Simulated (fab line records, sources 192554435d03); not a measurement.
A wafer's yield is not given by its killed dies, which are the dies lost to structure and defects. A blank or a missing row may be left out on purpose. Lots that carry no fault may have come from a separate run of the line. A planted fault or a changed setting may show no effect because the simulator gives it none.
2 desks looking at one fault || flow n5_finfet || each desk holds nothing but its own numbers, with what lay behind them at the end

== TOOL OWNER'S DESK, ald_hk-01 ==
The tool's own readings at N5_HKMG_FIN_HK_ALD_01 (deposits HfO2, target thk 1.6 nm, pulse time 3 s, purge time 3 s): means of the sampled wafers that have a number, for each lot that ran on this tool. Marked OUT: a lot whose mean sits more than 4 standard deviations from the usual mean, which makes it out of limits; the brackets give that distance.
Columns: A = precursor_pulse_height_rel at N5_HKMG_FIN_HK_ALD_01, usual 0.999
{"lot": "L190", "first seen here": "day 4 16:02", "A": 1.011}
{"lot": "L200", "first seen here": "day 7 08:42", "A": 0.975}
{"lot": "L201", "first seen here": "day 7 13:23", "A": 0.997}
Finding of this desk: none of the 3 lots has anything out of limits.

== FROM THE METROLOGY DESK ==
Lot by lot, what the gauges showed, no matter which tool ran the lot: averages of those sampled wafers that carry a number. Marked OUT: a lot whose mean sits more than 4 standard deviations from the usual mean, which makes it out of limits; the brackets give that distance.
Columns: A = SDB_THK at N5_SDB_THK_MEAS_31, usual 64.7 nm; B = HK_THK at N5_HKMG_FIN_THK_MEAS_70, usual 1.613 nm
{"lot": "L187", "first seen here": "day 4 01:18", "A": 63.6, "B": 1.630}
{"lot": "L188", "first seen here": "day 4 05:01", "A": 66.0, "B": 1.606}
{"lot": "L189", "first seen here": "day 4 09:51", "A": 63.5, "B": 1.624}
{"lot": "L190", "first seen here": "day 4 15:26", "A": 65.2, "B": 1.599}
{"lot": "L200", "first seen here": "day 7 08:04", "A": 64.4, "B": "1.301 (-16) OUT"}
{"lot": "L201", "first seen here": "day 7 12:46", "A": 64.6, "B": "1.001 (-32) OUT"}
{"lot": "L203", "first seen here": "day 7 20:59", "A": 64.9, "B": 1.613}
{"lot": "L204", "first seen here": "day 8 05:13", "A": 64.8, "B": 1.607}
{"lot": "L206", "first seen here": "day 8 18:05", "A": 65.0, "B": 1.611}
{"lot": "L207", "first seen here": "day 8 21:11", "A": 65.2, "B": 1.632}
{"lot": "L209", "first seen here": "day 9 11:01", "A": 66.7, "B": 1.599}
This desk finds L200, L201 out of limits, with the earliest case on L200 at day 7 12:32 (HK_THK at N5_HKMG_FIN_THK_MEAS_70). Within limits: L187, L188, L189, L190, L203, L204, L206, L207, L209.

== TAKEN TOGETHER ==
Metrology desk: alarm possible at day 7 12:32 on L200, L201.
Nothing out of limits was seen by the tool owner's desk.
Tool owner's desk: L200, L201 on record, inside its limits.
The lots listed all ran N5_HKMG_FIN_HK_ALD_01 on ald_hk-01.

== WHAT THE SIMULATOR HAD PUT IN ==
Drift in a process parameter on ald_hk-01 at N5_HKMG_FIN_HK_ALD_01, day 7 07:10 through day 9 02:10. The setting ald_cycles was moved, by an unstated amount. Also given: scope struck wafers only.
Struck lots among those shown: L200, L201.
Hours from the fault's start to each desk's first reading out of limits: the metrology desk, 5.
